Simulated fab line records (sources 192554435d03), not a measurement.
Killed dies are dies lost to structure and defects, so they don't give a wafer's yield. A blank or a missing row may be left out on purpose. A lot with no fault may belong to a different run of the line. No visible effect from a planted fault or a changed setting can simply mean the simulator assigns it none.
fab line records	flow n5-finfet
record: lots: 10	wafers: 26	last-day: 18
route steps=1938 shown GATE_CUT@506 MOL_CONTACT_COAG@518 BEOL_M4@1111 PASSIVATION@1936
lots untouched by any fault: they come from a run of this same line in which no faults occurred
start-h: hours from the record's first day to the start of the lot's first wafer shown	wait-h: how many hours have passed since the lot's step before this one	" the same as in the row above	L1.1+2: a single row standing in for several wafers	- value missing, or start not given	* or withheld: withheld	< > ~ a bound
route shown NAME@n: NAME is a module with steps in the file, n the number in the route of the first one	usual: average and standard deviation across the fault-free wafers	same: alike in all rows	chamber/n: place in a boat	sites: per-site readings	_std_site: their standard deviation	_edge_site: outer sites' mean less inner sites'	radius-mm: for every site, how far away it sits from the centre of the wafer	mask NAME#n: copy n	behind: the last tool/chamber to shape the wafer	hold: why the lot went on hold/how many hours it stayed there/how the hold came to an end	device: the transistor (n, p or np) that didn't switch	end of line: tests run on the same wafers once the route is complete	a step with no rows: only its recipe	killed: at the first sort, the dies lost to defects and structure; wafer yield is something else	map: per-die view of a wafer (x killed, . not killed, _ where there is no die)
set.NAME: the setting that was run; set.NAME@STEP: the one run at that earlier step	model.NAME: the simulator's own value behind a step, which no gauge read
steps of the route over a sample of lots; a table a step, a row a wafer
services: from which hour (start-h, from the record's first day; less than 0 if before it) a tool's chamber was out of use, for how many hours, and why
== steps ==
step: N5_GATE_CUT_VAPOR_ETCH_51
recipe: chemistry: BCl3/Cl2	target: HfO2	mode: isotropic
usual: drypump-motor-current-A: 5.7/0.42	oes-product-au: 0.79/0.12
lot.wafer	tool	chamber	start-h	wait-h	drypump-motor-current-A	oes-product-au
L748.2	rie-metal-02	1	96.58	0.0	5.0	0.95
L748.5	"	1	"	"	5.0	0.94
L749.2	rie-metal-01	1	110.72	0.1	5.8	0.86
L749.4	"	1	"	"	5.8	0.85
L749.5	"	1	"	"	5.8	0.86
L750.2	rie-metal-03	1	112.66	0.0	5.7	0.78
L750.6	"	1	"	"	5.7	0.78
L753.2	rie-metal-01	1	129.74	0.0	5.8	0.85
L753.3	"	1	"	"	5.8	0.85
L753.4	"	0	"	"	6.7	0.94
L756.1	rie-metal-03	0	147.59	0.0	5.6	0.63
L756.3	"	1	"	"	5.6	0.77
L756.5	"	0	"	"	5.6	0.63
L757.3	rie-metal-02	0	154.24	0.0	6.0	0.99
L757.5	"	1	"	"	5.0	0.92
L757.6	"	0	"	"	6.0	0.98
L759.1	rie-metal-03	0	169.29	0.0	5.6	0.62
L759.5	"	0	"	"	5.6	0.63
L767.1	rie-metal-02	0	211.56	0.0	6.0	0.93
L767.3	"	0	"	"	6.0	0.92
L767.6	"	0	"	"	6.0	0.93
L768.1	rie-metal-03	1	222.13	0.0	5.6	0.76
L768.2	"	0	"	"	5.6	0.61
L768.4	"	0	"	"	5.6	0.62
L769.4	rie-metal-01	0	223.54	0.0	6.7	0.87
L769.6	"	0	"	"	6.7	0.87
step: N5_GATE_CUT_CMP_23
recipe: stop-on: SiO2	t-overpolish-s: 23.4	post-cmp-clean: alkaline-brush	down-force-psi: 2.5	platen-rpm: 51.8	pad-velocity-m-s: 1.0307	target-thk-nm: 16
usual: motor-current-A: 8.8/0.82	overpolish-run-s: 23.400/0.0094	slurry-filter-dp-kPa: 13.50/0.13	time-to-endpoint-s: 19.7/2.6
lot.wafer	tool	chamber	start-h	wait-h	motor-current-A	overpolish-run-s	slurry-filter-dp-kPa	time-to-endpoint-s
L748.2	cmp-01	2	99.16	0.9	8.6	23.388	13.60	17.9
L748.5	"	0	"	"	7.5	23.415	13.67	15.0
L749.2	cmp-01	3	112.47	0.8	9.2	23.396	13.73	17.3
L749.4	"	0	"	"	7.6	23.384	13.74	14.9
L749.5	"	3	"	"	9.4	23.396	13.49	18.7
L750.2	cmp-02	1	114.54	0.9	9.7	23.398	13.37	18.2
L750.6	"	3	"	"	8.2	23.387	13.48	20.6
L753.4	cmp-01	3	131.49	0.8	9.1	23.395	13.50	17.1
L753.3	"	1	"	"	8.9	23.385	13.61	19.9
L753.2	"	2	"	"	8.8	23.389	13.47	17.5
L756.1	cmp-02	1	149.42	0.9	10.0	23.402	13.44	21.6
L756.3	"	0	"	"	8.8	23.387	13.49	23.6
L756.5	"	2	"	"	8.9	23.416	13.43	23.0
L757.3	cmp-02	0	156.07	0.9	8.6	23.413	13.54	23.7
L757.6	"	1	"	"	10.1	23.414	13.54	20.9
L757.5	"	2	"	"	9.4	23.406	13.43	22.9
L759.1	cmp-02	3	171.06	0.8	8.0	23.392	13.68	18.2
L759.5	"	2	"	"	9.2	23.387	13.88	21.6
L767.3	cmp-02	3	213.26	0.8	7.6	23.410	13.29	16.7
L767.1	"	1	"	"	10.1	23.389	13.61	18.5
L767.6	"	3	"	"	7.7	23.412	13.79	16.6
L768.4	cmp-01	1	223.86	0.8	8.5	23.386	13.41	24.5
L768.1	"	2	"	"	9.0	23.418	13.48	21.1
L768.2	"	3	"	"	9.2	23.391	13.22	23.6
L769.4	cmp-02	2	225.24	0.8	9.3	23.411	13.55	23.5
L769.6	"	2	"	"	9.0	23.400	13.54	23.4
step: N5_MOL_CONTACT_COAG_COAT_104
recipe: resist: SiARC	temp-c: 220	time-s: 60	spin-rpm: 1500	resist-thk-nm: 12
usual: dispense-pressure-kPa: 50/3.7	spin-speed-rpm: 1499.9/1
lot.wafer	tool	chamber	start-h	wait-h	dispense-pressure-kPa	spin-speed-rpm
L748.2	litho-track-01	0	100.11	-	53	1499.9
L748.5	"	0	"	"	53	1500.2
L749.2	litho-track-03	0	113.50	-	50	1499.9
L749.4	"	0	"	"	50	1500.2
L749.5	"	0	"	"	50	1499.7
L750.2	litho-track-03	0	115.49	-	50	1503.4
L750.6	"	0	"	"	50	1500.2
L753.2	litho-track-02	0	132.56	-	43	1498.9
L753.3	"	0	"	"	43	1499.5
L753.4	"	0	"	"	43	1499.7
L756.1	litho-track-03	0	150.89	-	50	1498.6
L756.3	"	0	"	"	50	1500.1
L756.5	"	0	"	"	50	1499.8
L757.3	litho-track-01	0	157.03	-	53	1500.4
L757.5	"	0	"	"	53	1500.4
L757.6	"	0	"	"	53	1498.9
L759.1	litho-track-02	0	172.05	-	43	1500.2
L759.5	"	0	"	"	43	1499.1
L767.1	litho-track-03	0	214.33	-	50	1290.2
L767.3	"	0	"	"	50	1289.9
L767.6	"	0	"	"	50	1290.9
L768.1	litho-track-03	0	224.89	-	50	1290.7
L768.2	"	0	"	"	50	1290.1
L768.4	"	0	"	"	50	1290.8
L769.4	litho-track-02	0	226.31	-	43	1497.9
L769.6	"	0	"	"	43	1499.1
step: N5_MOL_CONTACT_COAG_CD_MEAS_08
recipe: target-cd-nm: 28	landing-energy-ev: 500	detector: se-inlens	polarity: opening
usual: cd-nm: 28.05/0.23
lot.wafer	tool	chamber	start-h	wait-h	cd-nm
L748.2	cd-sem-02	0	100.38	-	28.09
L748.5	"	0	"	"	27.86
L749.2	cd-sem-01	0	113.77	-	28.34
L749.4	"	0	"	"	27.83
L749.5	"	0	"	"	27.77
L750.2	cd-sem-03	0	115.89	-	28.20
L750.6	"	0	"	"	27.95
L753.2	cd-sem-01	0	132.83	-	28.13
L753.3	"	0	"	"	27.51
L753.4	"	0	"	"	27.80
L756.1	cd-sem-03	0	151.28	-	27.91
L756.3	"	0	"	"	28.11
L756.5	"	0	"	"	28.07
L757.3	cd-sem-01	0	157.42	-	28.04
L757.5	"	0	"	"	27.86
L757.6	"	0	"	"	27.86
L759.1	cd-sem-01	0	172.35	-	28.08
L759.5	"	0	"	"	28.08
L767.1	cd-sem-02	0	214.72	-	27.83
L767.3	"	0	"	"	27.90
L767.6	"	0	"	"	28.21
L768.1	cd-sem-01	0	225.16	-	28.16
L768.2	"	0	"	"	28.15
L768.4	"	0	"	"	27.75
L769.4	cd-sem-01	0	226.70	-	27.99
L769.6	"	0	"	"	28.03
step: N5_MOL_CONTACT_COAG_ETCH_105
recipe: chemistry: CF4	target: SiARC	target-depth-a: 156	mask-material: CAR-EUV	time-s: 26	ion-energy-ev: 80	pressure-mtorr: 40	source-w: 545	bias-w: 36	Ar_flow_sccm: 100	cf4-flow-sccm: 100	ends: cleared
usual: drypump-motor-current-A: 5.7/0.44	etch-rf-on-time-s: 25.9/0.37	oes-product-au: 0.68/0.051	rf-vpp-V: 184.3/0.92	showerhead-plenum-p-Torr: 2.16/0.044	throttle-valve-pct: 15.68/0.19
lot.wafer	tool	chamber	start-h	wait-h	drypump-motor-current-A	etch-rf-on-time-s	oes-product-au	rf-hours-counter-h	rf-vpp-V	showerhead-plenum-p-Torr	throttle-valve-pct
L748.2	rie-diel-01	0	100.95	0.1	5.1	25.7	0.68	-	185.3	2.16	15.54
L748.5	"	0	"	"	5.1	25.7	0.68	-	183.5	2.15	15.54
L749.2	rie-diel-02	1	114.14	0.0	6.3	25.5	0.63	204	183.5	2.13	15.90
L749.4	"	0	"	"	5.9	26.2	0.76	-	184.1	2.19	15.57
L749.5	"	1	"	"	6.3	25.5	0.63	-	185.5	2.13	15.92
L750.2	rie-diel-05	2	116.06	0.0	5.3	26.0	0.76	40	183.6	2.17	15.47
L750.6	"	3	"	"	6.3	26.1	0.69	-	182.8	2.17	15.68
L753.2	rie-diel-05	0	133.00	0.0	5.9	25.9	0.70	86	185.2	2.17	15.75
L753.3	"	3	"	"	6.4	26.0	0.68	104	183.8	2.17	15.69
L753.4	"	2	"	"	5.3	25.5	0.76	46	184.6	2.17	15.49
L756.1	rie-diel-01	1	151.50	0.0	5.3	25.6	0.61	226	185.2	2.20	15.97
L756.3	"	3	"	"	6.1	25.6	0.76	43	184.6	2.19	15.30
L756.5	"	3	"	"	6.1	25.4	0.76	-	184.9	2.19	15.31
L757.3	rie-diel-05	1	157.63	0.0	5.7	26.4	0.64	168	185.0	2.14	15.74
L757.5	"	3	"	"	6.3	26.1	0.69	-	184.3	2.17	15.71
L757.6	"	2	"	"	5.3	25.9	0.74	-	186.2	2.17	15.48
L759.1	rie-diel-01	3	172.53	0.0	6.1	25.9	0.74	51	184.5	2.18	15.33
L759.5	"	3	"	"	6.1	26.1	0.74	-	185.5	2.18	15.31
L767.1	rie-diel-01	1	214.89	0.0	5.3	27.7	0.60	248	185.2	2.19	16.04
L767.3	"	0	"	"	5.1	27.6	0.64	136	184.8	2.14	15.61
L767.6	"	2	"	"	5.3	28.3	0.65	-	183.9	2.05	15.91
L768.1	rie-diel-01	2	225.34	0.0	5.3	28.1	0.65	176	183.4	2.05	15.93
L768.2	"	3	"	"	6.1	27.8	0.73	70	184.5	2.18	15.37
L768.4	"	2	"	"	5.2	27.9	0.64	-	182.7	2.05	15.93
L769.4	rie-diel-05	1	227.14	0.0	5.7	26.4	0.62	195	183.0	2.13	15.80
L769.6	"	2	"	"	5.3	25.8	0.71	-	183.8	2.16	15.55
step: N5_BEOL_M4_RC_MEAS_101
usual: DIBL_N: 36.3/1.7	DIBL_P: 36.0/1.9	IOFF_N: 0.156/0.028	IOFF_P: 0.21/0.036	ION_N: 675/11	ION_P: 463/7.8	SS_N: 71.6/0.59	SS_P: 73.2/0.63	VT_N: 250/3.1	VT_P: -251/3.4
lot.wafer	tool	chamber	start-h	wait-h	DIBL_N[mV/V]	DIBL_P[mV/V]	IOFF_N[nA/um]	IOFF_P[nA/um]	ION_N[uA/um]	ION_P[uA/um]	SS_N[mV/dec]	SS_P[mV/dec]	VT_N[mV]	VT_P[mV]
L748.2	prober-01	0	175.46	0.2	36.3	36.5	0.166	0.22	681	471	72.3	73.6	250	-249
L748.5	"	0	"	"	35.4	36.5	0.161	0.21	682	468	72.3	72.4	246	-252
L749.2	prober-02	0	184.73	0.2	38.1	37.9	0.190	0.24	682	470	71.2	73.5	248	-252
L749.4	"	0	"	"	34.3	32.5	0.127	0.17	680	463	70.5	72.5	251	-256
L749.5	"	0	"	"	36.9	36.6	0.170	0.22	688	466	71.9	73.9	250	-253
L750.2	prober-01	0	193.43	0.2	38.3	36.7	0.177	0.25	682	462	72.0	73.4	245	-245
L750.6	"	0	"	"	36.6	35.7	0.146	0.21	673	465	71.5	73.1	249	-248
L753.2	prober-01	0	210.53	0.2	37.0	37.0	0.159	0.22	675	461	71.3	73.8	248	-247
L753.3	"	0	"	"	37.8	38.1	0.195	0.26	691	475	71.4	73.9	245	-244
L753.4	"	0	"	"	36.4	35.9	0.144	0.20	662	458	72.1	73.5	250	-249
L756.1	prober-02	0	227.23	0.0	32.8	32.7	0.098	0.14	642	443	70.1	72.1	258	-257
L756.3	"	0	"	"	35.2	34.5	0.137	0.15	668	450	71.6	71.6	250	-257
L756.5	"	0	"	"	35.2	36.2	0.135	0.18	683	463	70.9	72.6	252	-253
L757.3	prober-01	0	230.17	0.3	36.4	35.7	0.143	0.19	666	454	71.9	73.5	252	-253
L757.5	"	0	"	"	35.6	34.7	0.124	0.17	661	454	70.9	73.0	256	-257
L757.6	"	0	"	"	37.5	35.7	0.168	0.19	674	457	72.2	73.5	251	-255
L759.1	prober-02	0	250.83	0.0	36.5	35.3	0.171	0.25	693	481	72.3	73.4	246	-245
L759.5	"	0	"	"	37.8	36.9	0.193	0.27	691	480	72.7	74.0	246	-246
L767.1	prober-01	0	298.73	0.0	36.7	35.2	0.144	0.20	683	471	71.3	73.2	250	-248
L767.3	"	0	"	"	34.6	33.2	0.118	0.18	669	463	70.9	72.8	254	-251
L767.6	"	0	"	"	36.0	34.7	0.136	0.20	680	471	71.5	72.8	252	-249
L768.1	prober-01	0	303.27	0.0	32.7	32.4	0.120	0.14	667	453	71.0	72.6	255	-255
L768.2	"	0	"	"	35.5	37.1	0.155	0.19	666	458	71.5	73.3	254	-253
L768.4	"	0	"	"	33.7	34.0	0.130	0.16	675	455	70.1	72.8	254	-254
L769.4	prober-01	0	320.54	0.5	36.5	35.5	0.142	0.22	667	466	71.1	72.7	250	-247
L769.6	"	0	"	"	41.0	40.2	0.249	0.32	689	478	72.7	74.6	242	-245
step: N5_PASSIVATION_PROBE_49
usual: defect-limited-yield: 91.5/1.5	killed_at_M0_to_M3: 30/11	killed_at_M4_up: 13/4.9	killed-at-contacts: 14/6.5	killed-at-front-end: 40/11	killed-at-other: 3.3/2.7	killed-dies: 100/18	killed-open: 67/14	killed-short: 32/7.8	sort_bin_5_function: 5.0/0.97	sort_bin_6_memory: 3.2/0.75	sort-n-pass: 1080/18	sort-yield-pct: 91.5/1.5
same: gross-dies: 1180	killed-at-back-side: 0	sort_bin_4_leakage[%]: 0	sort_bin_8_speed[%]: 0
lot.wafer	tool	chamber	start-h	wait-h	defect-limited-yield[%]	killed_at_M0_to_M3	killed_at_M4_up	killed-at-contacts	killed-at-front-end	killed-at-other	killed-dies	killed-open	killed-short	sort_bin_5_function[%]	sort_bin_6_memory[%]	sort-n-pass	sort-yield-pct[%]
L748.2	prober-02	-	283.26	0.1	92.9	26	11	10	35	2	84	57	26	4.2	2.8	1096	92.9
L748.5	prober-02	-	283.41	0.2	92.2	26	3	12	47	4	92	63	28	4.1	3.3	1088	92.2
L749.2	prober-01	-	300.23	0.1	93.0	24	7	18	32	2	83	51	30	4.0	2.8	1097	93.0
L749.4	prober-01	-	300.33	0.2	90.3	48	9	18	32	8	115	81	31	4.9	4.4	1065	90.3
L749.5	prober-01	-	300.38	0.2	90.3	48	11	25	30	0	114	88	24	6.0	3.3	1066	90.3
L750.2	prober-02	-	300.49	0.1	89.1	64	16	18	30	1	129	77	52	6.9	3.6	1051	89.1
L750.6	prober-02	-	300.69	0.3	91.4	25	26	13	37	1	102	68	34	5.3	2.9	1078	91.4
L753.2	prober-01	-	316.19	0.1	89.2	38	19	24	37	9	127	79	42	6.4	3.6	1053	89.2
L753.3	prober-01	-	316.24	0.1	89.8	39	20	20	35	6	120	80	40	6.0	3.8	1060	89.8
L753.4	prober-01	-	316.29	0.2	90.5	27	14	26	42	3	112	77	33	5.7	3.6	1068	90.5
L757.3	prober-01	-	332.94	0.1	90.8	33	21	14	37	4	109	67	34	5.9	2.5	1071	90.8
L757.5	prober-01	-	333.04	0.2	92.5	21	19	7	37	5	89	58	31	3.6	3.7	1091	92.5
L757.6	prober-01	-	333.09	0.3	91.1	21	14	14	43	13	105	62	43	5.8	3.0	1075	91.1
L756.1	prober-02	-	333.21	0.0	92.3	19	19	19	31	3	91	68	23	4.8	2.7	1089	92.3
L756.3	prober-02	-	333.31	0.1	91.5	36	4	19	39	2	100	63	34	5.2	3.1	1080	91.5
L756.5	prober-02	-	333.41	0.2	91.6	25	13	12	46	3	99	61	37	4.5	3.4	1081	91.6
L759.1	prober-01	-	370.99	0.0	91.0	24	13	23	43	3	106	89	17	5.3	3.4	1074	91.0
L759.5	prober-01	-	371.19	0.2	91.9	29	17	7	43	0	96	68	28	4.7	3.1	1084	91.9
L767.1	prober-01	-	398.97	0.0	93.4	19	13	7	34	5	78	53	24	3.5	3.0	1102	93.4
L767.3	prober-01	-	399.07	0.1	93.3	18	10	10	37	4	79	48	28	4.3	2.1	1101	93.3
L767.6	prober-01	-	399.22	0.3	94.1	19	7	4	36	4	70	52	17	3.0	2.6	1110	94.1
L768.1	prober-02	-	403.25	0.0	87.3	39	16	18	76	1	150	113	37	7.1	5.3	1030	87.3
L768.2	prober-02	-	403.30	0.1	88.7	32	26	14	54	7	133	87	45	6.2	4.7	1047	88.7
L768.4	prober-02	-	403.40	0.2	90.8	31	20	11	42	4	108	80	28	5.5	3.2	1072	90.8
L769.4	prober-02	-	422.87	0.2	92.0	27	14	7	43	3	94	68	26	4.5	3.1	1086	92.0
L769.6	prober-02	-	422.97	0.3	89.9	38	18	6	52	5	119	85	33	6.1	3.9	1061	89.9
killed by level:class
L748.2 FIN_SAQP:geometric-particle:open=12 BEOL_M0_SAQP:geometric-particle:short=10 STI_FIN_REVEAL:geometric-particle:open=9 BEOL_M0_SAQP:geometric-particle:open=9 MOL_CONTACT_COAG:geometric-particle:open=8 FIN_SAQP:geometric-particle:short=6 BEOL_M3:geometric-particle:open=6 BEOL_M4:geometric-particle:open=6
L748.5 FIN_SAQP:geometric-particle:open=16 BEOL_M1:geometric-particle:open=8 MOL_CONTACT_COAG:geometric-particle:open=8 FIN_SAQP:geometric-particle:short=7 STI_FIN_REVEAL:geometric-particle:open=6 BEOL_M3:geometric-particle:open=5 DUMMY_GATE:geometric-particle:open=4 MOL_CONTACT_COAG:geometric-particle:short=4
L749.2 MOL_CONTACT_COAG:geometric-particle:open=14 FIN_SAQP:geometric-particle:open=8 FIN_SAQP:geometric-particle:short=6 STI_FIN_REVEAL:geometric-particle:open=5 BEOL_M0_SAQP:geometric-particle:open=5 BEOL_M0_SAQP:geometric-particle:short=5 BEOL_M4:geometric-particle:open=5 MOL_CONTACT_COAG:geometric-particle:short=4
L749.4 BEOL_M1:geometric-particle:open=18 MOL_CONTACT_COAG:geometric-particle:open=15 BEOL_M0_SAQP:geometric-particle:open=10 BEOL_M0_SAQP:geometric-particle:short=6 FIN_SAQP:geometric-particle:open=5 BEOL_M3:geometric-particle:open=5 GATE_CUT:geometric-particle:open=4 GATE_CUT:geometric-particle:short=4
L749.5 MOL_CONTACT_COAG:geometric-particle:open=21 BEOL_M3:geometric-particle:open=13 BEOL_M2:geometric-particle:open=10 BEOL_M0_SAQP:geometric-particle:open=8 BEOL_M1:geometric-particle:open=8 FIN_SAQP:geometric-particle:open=4 STI_FIN_REVEAL:geometric-particle:open=4 MOL_CONTACT_COAG:geometric-particle:short=4
L750.2 BEOL_M0_SAQP:geometric-particle:open=20 BEOL_M0_SAQP:geometric-particle:short=19 MOL_CONTACT_COAG:geometric-particle:open=14 BEOL_M1:geometric-particle:open=11 FIN_SAQP:geometric-particle:short=11 BEOL_M3:geometric-particle:open=6 GATE_CUT:geometric-particle:short=5 BEOL_M1:geometric-particle:short=5
L750.6 BEOL_M4:geometric-particle:open=17 FIN_SAQP:geometric-particle:short=13 MOL_CONTACT_COAG:geometric-particle:open=9 FIN_SAQP:geometric-particle:open=6 DUMMY_GATE:geometric-particle:open=6 BEOL_M0_SAQP:geometric-particle:open=5 MOL_CONTACT_COAG:geometric-particle:short=4 BEOL_M1:geometric-particle:open=4
L753.2 MOL_CONTACT_COAG:geometric-particle:open=20 BEOL_M2:geometric-particle:open=8 BEOL_M0_SAQP:geometric-particle:short=7 BEOL_M0_SAQP:geometric-particle:open=7 FIN_SAQP:geometric-particle:short=6 BEOL_M4:geometric-particle:open=6 BEOL_M3:geometric-particle:open=6 PASS1_CAP:geometric-particle:short=5
L753.3 MOL_CONTACT_COAG:geometric-particle:open=14 BEOL_M0_SAQP:geometric-particle:short=10 STI_FIN_REVEAL:geometric-particle:open=9 DUMMY_GATE:geometric-particle:open=8 BEOL_M0_SAQP:geometric-particle:open=8 BEOL_M2:geometric-particle:open=8 BEOL_M1:geometric-particle:open=6 MOL_CONTACT_COAG:geometric-particle:short=6
L753.4 MOL_CONTACT_COAG:geometric-particle:open=23 FIN_SAQP:geometric-particle:open=11 FIN_SAQP:geometric-particle:short=9 BEOL_M1:geometric-particle:open=7 DUMMY_GATE:geometric-particle:open=4 GATE_CUT:geometric-particle:short=4 BEOL_M1:geometric-particle:short=4 BEOL_M2:geometric-particle:open=4
L757.3 BEOL_M0_SAQP:geometric-particle:short=12 MOL_CONTACT_COAG:geometric-particle:open=11 BEOL_M4:geometric-particle:open=8 HKMG_FIN:area-etch=8 BEOL_M2:geometric-particle:open=7 FIN_SAQP:geometric-particle:short=6 STI_FIN_REVEAL:geometric-particle:open=6 BEOL_M7:geometric-particle:open=6
L757.5 BEOL_M3:geometric-particle:open=10 FIN_SAQP:geometric-particle:open=7 FIN_SAQP:geometric-particle:short=6 BEOL_M0_SAQP:geometric-particle:open=5 STI_FIN_REVEAL:geometric-particle:open=4 MOL_CONTACT_COAG:geometric-particle:short=4 BEOL_M4:geometric-particle:short=4 BEOL_M4:geometric-particle:open=4
L757.6 FIN_SAQP:geometric-particle:short=15 MOL_CONTACT_COAG:geometric-particle:open=11 STI_FIN_REVEAL:geometric-particle:open=10 BEOL_M0_SAQP:geometric-particle:open=7 BEOL_M0_SAQP:geometric-particle:short=6 BEOL_M3:geometric-particle:open=5 BEOL_M7:geometric-particle:open=5 DUMMY_GATE:geometric-particle:open=4
L756.1 MOL_CONTACT_COAG:geometric-particle:open=15 FIN_SAQP:geometric-particle:open=10 BEOL_M0_SAQP:geometric-particle:open=7 FIN_SAQP:geometric-particle:short=5 STI_FIN_REVEAL:geometric-particle:open=5 BEOL_M4:geometric-particle:open=5 BEOL_M7:geometric-particle:open=5 MOL_CONTACT_COAG:geometric-particle:short=4
L756.3 FIN_SAQP:geometric-particle:open=15 MOL_CONTACT_COAG:geometric-particle:open=15 BEOL_M0_SAQP:geometric-particle:open=13 BEOL_M0_SAQP:geometric-particle:short=10 FIN_SAQP:geometric-particle:short=9 BEOL_M3:geometric-particle:open=7 BEOL_M1:geometric-particle:open=4 STI_FIN_REVEAL:geometric-particle:open=3
L756.5 FIN_SAQP:geometric-particle:open=14 BEOL_M0_SAQP:geometric-particle:open=10 FIN_SAQP:geometric-particle:short=8 BEOL_M0_SAQP:geometric-particle:short=7 MOL_CONTACT_COAG:geometric-particle:short=6 DUMMY_GATE:geometric-particle:open=5 MOL_CONTACT_COAG:geometric-particle:open=5 BEOL_M6:geometric-particle:open=5
L759.1 MOL_CONTACT_COAG:geometric-particle:open=21 STI_FIN_REVEAL:geometric-particle:open=17 FIN_SAQP:geometric-particle:open=7 BEOL_M1:geometric-particle:open=7 BEOL_M5:geometric-particle:open=6 DUMMY_GATE:geometric-particle:open=5 BEOL_M0_SAQP:geometric-particle:open=5 BEOL_M4:geometric-particle:open=5
L759.5 STI_FIN_REVEAL:geometric-particle:open=11 BEOL_M3:geometric-particle:open=8 BEOL_M4:geometric-particle:open=8 MOL_CONTACT_COAG:geometric-particle:open=6 BEOL_M1:geometric-particle:open=6 FIN_SAQP:geometric-particle:open=5 FIN_SAQP:geometric-particle:short=5 GATE_CUT:geometric-particle:short=5
L767.1 DUMMY_GATE:geometric-particle:open=8 GATE_CUT:geometric-particle:short=6 BEOL_M1:geometric-particle:open=6 MOL_CONTACT_COAG:geometric-particle:open=5 BEOL_M4:geometric-particle:open=4 FIN_SAQP:geometric-particle:short=4 FIN_SAQP:geometric-particle:open=4 BEOL_M0_SAQP:geometric-particle:open=4
L767.3 FIN_SAQP:geometric-particle:short=10 MOL_CONTACT_COAG:geometric-particle:open=9 STI_FIN_REVEAL:geometric-particle:open=6 BEOL_M0_SAQP:geometric-particle:open=5 BEOL_M1:geometric-particle:open=5 FIN_SAQP:geometric-particle:open=3 STI_FIN_REVEAL:geometric-particle:short=3 GATE_CUT:geometric-particle:open=3
L767.6 STI_FIN_REVEAL:geometric-particle:open=9 DUMMY_GATE:geometric-particle:open=7 BEOL_M0_SAQP:geometric-particle:short=5 FIN_SAQP:geometric-particle:open=4 MOL_CONTACT_COAG:geometric-particle:open=4 DUMMY_GATE:geometric-particle:short=3 GATE_CUT:geometric-particle:open=3 BEOL_M0:geometric-particle:open=3
L768.1 FIN_SAQP:geometric-particle:open=34 STI_FIN_REVEAL:geometric-particle:open=17 MOL_CONTACT_COAG:geometric-particle:open=16 FIN_SAQP:geometric-particle:short=14 BEOL_M0_SAQP:geometric-particle:open=10 BEOL_M4:geometric-particle:open=9 BEOL_M0_SAQP:geometric-particle:short=7 BEOL_M3:geometric-particle:open=6
L768.2 FIN_SAQP:geometric-particle:open=14 FIN_SAQP:geometric-particle:short=12 MOL_CONTACT_COAG:geometric-particle:open=10 BEOL_M2:geometric-particle:open=9 BEOL_M4:geometric-particle:open=8 BEOL_M0_SAQP:geometric-particle:short=7 GATE_CUT:geometric-particle:short=6 BEOL_M5:geometric-particle:open=6
L768.4 FIN_SAQP:geometric-particle:open=13 BEOL_M2:geometric-particle:open=11 MOL_CONTACT_COAG:geometric-particle:open=9 BEOL_M3:geometric-particle:open=9 STI_FIN_REVEAL:geometric-particle:open=8 BEOL_M1:geometric-particle:open=8 FIN_SAQP:geometric-particle:short=6 BEOL_M4:geometric-particle:short=4
L769.4 STI_FIN_REVEAL:geometric-particle:open=20 BEOL_M0_SAQP:geometric-particle:short=7 BEOL_M3:geometric-particle:open=7 BEOL_M4:geometric-particle:open=7 STI_FIN_REVEAL:geometric-particle:short=6 MOL_CONTACT_COAG:geometric-particle:open=5 BEOL_M1:geometric-particle:open=5 GATE_CUT:geometric-particle:short=4
L769.6 STI_FIN_REVEAL:geometric-particle:open=31 BEOL_M4:geometric-particle:open=12 BEOL_M0_SAQP:geometric-particle:short=11 BEOL_M0_SAQP:geometric-particle:open=9 BEOL_M1:geometric-particle:open=7 MOL_CONTACT_COAG:geometric-particle:open=5 FIN_SAQP:geometric-particle:open=4 STI_FIN_REVEAL:geometric-particle:short=4
== services ==
tool	chamber	start-h	hours	kind
rie-diel-01	-	79.26	0.6	repair
cmp-01	-	83.94	0.9	repair
cmp-02	-	85.55	1.5	repair
rie-metal-01	0	94.58	18.8	repair
rie-diel-01	1	95.65	5.7	repair
rie-diel-01	2	98.62	8.0	repair
cmp-01	-	102.64	6.9	pm
rie-metal-01	-	106.30	0.3	repair
rie-diel-02	0	108.23	1.7	repair
rie-metal-02	-	124.53	28.1	pm
rie-diel-02	-	130.52	2.8	pm
cmp-01	-	133.70	17.0	pm
rie-metal-01	-	134.50	2.8	pm
rie-diel-05	1	146.48	2.7	repair
cmp-02	-	147.13	0.3	repair
rie-diel-01	0	150.88	2.4	repair
cmp-01	-	161.94	2.5	repair
rie-diel-02	3	176.47	6.5	repair
rie-diel-05	2	179.93	8.2	repair
rie-metal-03	1	188.34	22.3	repair
rie-metal-02	1	200.89	1.7	repair
cmp-01	-	210.13	3.9	repair
cmp-01	-	218.67	0.6	repair
rie-diel-01	-	223.56	0.1	repair
== key ==
first-sign: step: N5_MOL_CONTACT_COAG_COAT_104	reading: spin-speed-rpm	direction: down	sigmas: 99+	usual: *	struck: *
effect: step: N5_MOL_CONTACT_COAG_ETCH_105	reading: etch-rf-on-time-s	direction: up	sigmas: 5.4	usual: *	struck: *
met-at N5_MOL_CONTACT_COAG_COAT_104
struck-lots L767,L768
not-acting-at N5_GATE_CUT_VAPOR_ETCH_51,N5_GATE_CUT_CMP_23,N5_MOL_CONTACT_COAG_CD_MEAS_08
onset-between 150.89 214.33
fault: kind: process-parameter-drift	tool: litho-track-03	chamber: -	onset-h: 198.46	steps: N5_MOL_CONTACT_COAG_COAT_104	channel: spin-rpm	offset: *	shape: step	end-h: 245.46	acts-in: *	stated: *
